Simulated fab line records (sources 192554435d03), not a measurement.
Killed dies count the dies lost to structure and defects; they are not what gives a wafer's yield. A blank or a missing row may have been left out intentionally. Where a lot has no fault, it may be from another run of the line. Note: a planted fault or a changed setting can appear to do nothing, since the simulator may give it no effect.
A single fault, viewed from 3 desks / flow n5Finfet / what lay behind the numbers comes last; until then each desk has only its own

## THE DEFECT DESK
Lot by lot, what the route's inspections counted, given as the mean of those sampled wafers with a number. The brackets show how far a lot's mean lies from the usual mean; more than 4 standard deviations puts the lot out of limits, marked OUT.
Columns: A = rawDefectCount at N5_BEOL_M15_INSPECT_12, usual 2.1
lot=L703; first seen here=day 10 19:31; A=1.7
lot=L705; first seen here=day 11 12:06; A=4.0
lot=L720; first seen here=day 15 09:35; A=4.0
lot=L721; first seen here=day 15 19:42; A=2.0
lot=L724; first seen here=day 16 17:01; A=1.3
lot=L726; first seen here=day 17 00:42; A=3.3
Result from this desk: across the 6 lots, nothing is out of limits.

## FROM THE METROLOGY DESK
What the gauges read for every lot (on any tool): the sampled wafers with a number, averaged. The brackets show how far a lot's mean lies from the usual mean; more than 4 standard deviations puts the lot out of limits, marked OUT.
Columns: A = cdNm at N5_BEOL_M15_CD_MEAS_10, usual 360.4 nm; B = V14_OVL at N5_BEOL_M15_OVL_MEAS_11, usual -1 nm
lot=L703; first seen here=day 10 19:28; A=359.8; B=2
lot=L705; first seen here=day 11 12:03; A=360.5; B=2
lot=L720; first seen here=day 15 09:32; A=361.2; B=-5
lot=L721; first seen here=day 15 19:38; A=358.6; B=-3
lot=L724; first seen here=day 16 16:58; A=362.5; B=-1
lot=L726; first seen here=day 17 00:39; A=357.7; B=6
Result from this desk: across the 6 lots, nothing is out of limits.

## THE TOOL OWNER'S DESK: rieDiel-04
The tool's own readings at N5_BEOL_M15_ETCH_59 (etches BARC in N2/H2, target depth 89 nm, overetch 26.7 nm, time 67.9 s): means of the sampled wafers that have a number, for each lot that ran on this tool. The brackets show how far a lot's mean lies from the usual mean; more than 4 standard deviations puts the lot out of limits, marked OUT.
Columns: A = biasW at N5_BEOL_M15_ETCH_59, usual 150.0 W; B = drypumpMotorCurrentA at N5_BEOL_M15_ETCH_59, usual 5.8 A; C = oesProductAu at N5_BEOL_M15_ETCH_59, usual 0.66 a.u.; D = rfVppV at N5_BEOL_M15_ETCH_59, usual 523.1 V; E = runLengthS at N5_BEOL_M15_ETCH_59, usual 91.3 s; F = showerheadPlenumPTorr at N5_BEOL_M15_ETCH_59, usual 2.52 Torr; G = throttleValvePct at N5_BEOL_M15_ETCH_59, usual 17.9 %
lot=L705; first seen here=day 11 12:10; A=149.5; B=5.5; C=0.68; D=522.9; E=91.4; F=2.56; G=18.0
lot=L720; first seen here=day 15 09:43; A=150.6; B=5.7; C=0.62; D=525.1; E=97.4 (+19) OUT; F=2.54; G=18.0
lot=L721; first seen here=day 15 19:46; A=150.0; B=5.9; C=0.57; D=523.0; E=95.6 (+13) OUT; F=2.48; G=18.1
Finding of this desk: L720, L721 out of limits; the first was L720 at day 15 09:43, on runLengthS at N5_BEOL_M15_ETCH_59. In limits: L705.

## ALL TOGETHER
An alarm could have come from the tool owner's desk at day 15 09:43, on L720, L721.
Nothing out of limits was seen by the defect desk.
Nothing out of limits was seen by the metrology desk.
The defect desk has L720, L721 on record, within its limits.
The metrology desk holds a record of L720, L721, inside its limits.
Of the lots named, all ran N5_BEOL_M15_ETCH_59 on rieDiel-04.

## WHAT THE SIMULATOR PUT IN
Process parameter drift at N5_BEOL_M15_ETCH_59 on rieDiel-04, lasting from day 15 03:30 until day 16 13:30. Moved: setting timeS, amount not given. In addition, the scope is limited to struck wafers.
Struck lots among those shown: L720, L721.
How many hours passed from the start of the fault until each desk's first out-of-limits reading: the tool owner's desk, 6.
